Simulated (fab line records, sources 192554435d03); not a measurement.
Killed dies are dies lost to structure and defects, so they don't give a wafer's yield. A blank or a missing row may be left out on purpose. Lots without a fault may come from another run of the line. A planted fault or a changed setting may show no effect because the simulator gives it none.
A struck lot beside a sound one | flow n5_finfet | 36 steps out of a route of 1938
Sound: wafers L623.1, L623.3, L623.5. Struck: wafer L627.4. (L627.3, L627.5 of the same lot were not struck and are left out.) The cause comes at the end.
At each step with rows: each side's tool, then ch and its chambers, then its first start. Under that, the readings that differ: sound wafers | struck wafers | difference of the means | sigmas: that difference in standard deviations of wafers without a fault.
alike: readings whose means differ by less than 2 such deviations, and words and numbers that are the same on both sides. not compared: withheld readings, readings that some wafer has no value for, bounds like >300 that may hide the same value, and numbers for which the record gives no deviation and whose values overlap.
The two part at a step that has a row with sigmas, a row that says differs or no value, or rows on one side only. Numbers that don't overlap but have no deviation are shown without sigmas and don't part them. A reading that every wafer of one side lacks parts them only if that side has two wafers or more.

first, 8 steps without rows for these wafers: N5_MOL_CONTACT_COAG_PRECLEAN_138 (cleans in alkaline clean, time 60 s); N5_MOL_CONTACT_COAG_SRD_139 (time 30 s); N5_MOL_CONTACT_COAG_PRE_CLEAN_121; N5_MOL_CONTACT_COAG_CVD_140 (deposits W, target thk 66.5 nm, time 215 s); N5_MOL_CONTACT_COAG_PRECLEAN_127 (cleans in DIW, time 57.5 s); N5_MOL_CONTACT_COAG_SRD_128 (dry time 32 s); N5_MOL_CONTACT_COAG_CMP_52 (polishes, stops on SiO2, t overpolish 1.5 s, target thk 66.5 nm); N5_MOL_CONTACT_COAG_ANNEAL_112 (time 1800 s).
N5_BEOL_M0_SAQP_PECVD_00: deposits SiCN from 3MS/NH3, target thk 8 nm, time 14 s.
  sound on pecvd-01 ch 1,2, day 5 15:36; struck on pecvd-01 ch 1, day 6 14:59
  reading                                         | sound       | struck | difference | sigmas
  model.SiCN_of_BEOL_M0_SAQP_PECVD_00.thk_nm (nm) | 7.8 7.8 7.8 | 5.8    | -2.0       |
  alike: showerhead_plenum_p_Torr, throttle_valve_pct
then, 25 steps without rows for these wafers: N5_BEOL_M0_SAQP_ILD_DEP_01 (deposits SiOC from DEMS/O2, target thk 45.419 nm, time 8.7 s); N5_BEOL_M0_SAQP_HM_DEP_02 (deposits TiN, target thk 12 nm); N5_BEOL_M0_SAQP_PECVD_03 (deposits SiCN from 3MS/NH3, target thk 12 nm, time 21.1 s); N5_BEOL_M0_SAQP_PECVD_96 (deposits a-Si from SiH4/He, target thk 45 nm, time 45.2 s); N5_BEOL_M0_SAQP_PECVD_97 (deposits SiNx from SiH4/NH3/N2, target thk 23 nm, time 19.9 s); N5_BEOL_M0_SAQP_PECVD_04 (deposits a-Si from SiH4/He, target thk 60 nm, time 60.2 s); N5_BEOL_M0_SAQP_HM_DEP_111 (deposits SiO2 from SiH4/N2O, target thk 12 nm, time 7.2 s); N5_BEOL_M0_SAQP_COAT_81 (time 60 s, resist thk 100 nm); N5_BEOL_M0_SAQP_COAT_82 (time 60 s, resist thk 30 nm); N5_BEOL_M0_SAQP_COAT_08 (resist thk 90 nm); N5_BEOL_M0_SAQP_EBR_10; N5_BEOL_M0_SAQP_SOFTBAKE_09 (time 60 s); N5_BEOL_M0_SAQP_EXPOSE_11 (exposes mask M0 CORE, target cd 42 nm); N5_BEOL_M0_SAQP_PEB_12 (peb time 60 s); N5_BEOL_M0_SAQP_DEVELOP_13 (develop time 30 s); N5_BEOL_M0_SAQP_DESCUM_19 (chemistry O2, time 7.9 s); N5_BEOL_M0_SAQP_ETCH_83 (etches SiARC in CF4, target depth 39 nm, time 65 s); N5_BEOL_M0_SAQP_ETCH_84 (etches SOC in N2/H2, target depth 100 nm, overetch 20 nm, time 150 s); N5_BEOL_M0_SAQP_STRIP_80 (strips in N2/H2); N5_BEOL_M0_SAQP_HM_OPEN_112 (chemistry CHF3/O2, target SiO2, stops on a-Si, target depth 12 nm, time 13.5 s); N5_BEOL_M0_SAQP_STRIP_113 (strips in CHF3/O2); N5_BEOL_M0_SAQP_MANDREL_ETCH_20 (etches a-Si in HBr/Cl2, stops on SiNx, target depth 60 nm, bt time 10 s, time 30 s); N5_BEOL_M0_SAQP_STRIP_86 (strips in N2/H2); N5_BEOL_M0_SAQP_STRIP_115 (strips in post etch residue remover, time 60 s); N5_BEOL_M0_SAQP_SRD_93 (time 30 s).
N5_BEOL_M0_ETCH_109: etches SiCN in CH3F/O2, target depth 8 nm, overetch 2.4 nm, time 27.4 s.
  sound on rie_diel-01 ch 0,2, day 6 03:31; struck on rie_diel-01 ch 1, day 7 00:31
  reading                  | sound          | struck | difference | sigmas
  oes_product_au (a.u.)    | 0.62 0.77 0.77 | 0.51   | -0.21      | -3
  model.etch.depth_nm (nm) | 7.7 7.87 7.881 | 5.78   | -2.04      |
  alike: drypump_motor_current_A, mfc_ar_sccm, rf_vpp_V, showerhead_plenum_p_Torr, throttle_valve_pct
  not compared: rf_hours_counter_h
-- the record jumps here: 3 days lie between the struck wafers' starts before and after (it left off in module BEOL_M0 and takes up again in module BEOL_M4, whose first step shown is number 1111 of the route) --
N5_BEOL_M4_RC_MEAS_101:
  sound on prober-02 ch 0, day 8 20:25; struck on prober-01 ch 0, day 9 12:52
  alike: DIBL_N, DIBL_P, IOFF_N, IOFF_P, ION_N, ION_P, SS_N, SS_P, VT_N, VT_P

WHERE THEY PART
Only at N5_BEOL_M0_ETCH_109, within this record. Later steps at which nothing parts them and some readings are alike: N5_BEOL_M4_RC_MEAS_101.

WHY: what the simulator had put in
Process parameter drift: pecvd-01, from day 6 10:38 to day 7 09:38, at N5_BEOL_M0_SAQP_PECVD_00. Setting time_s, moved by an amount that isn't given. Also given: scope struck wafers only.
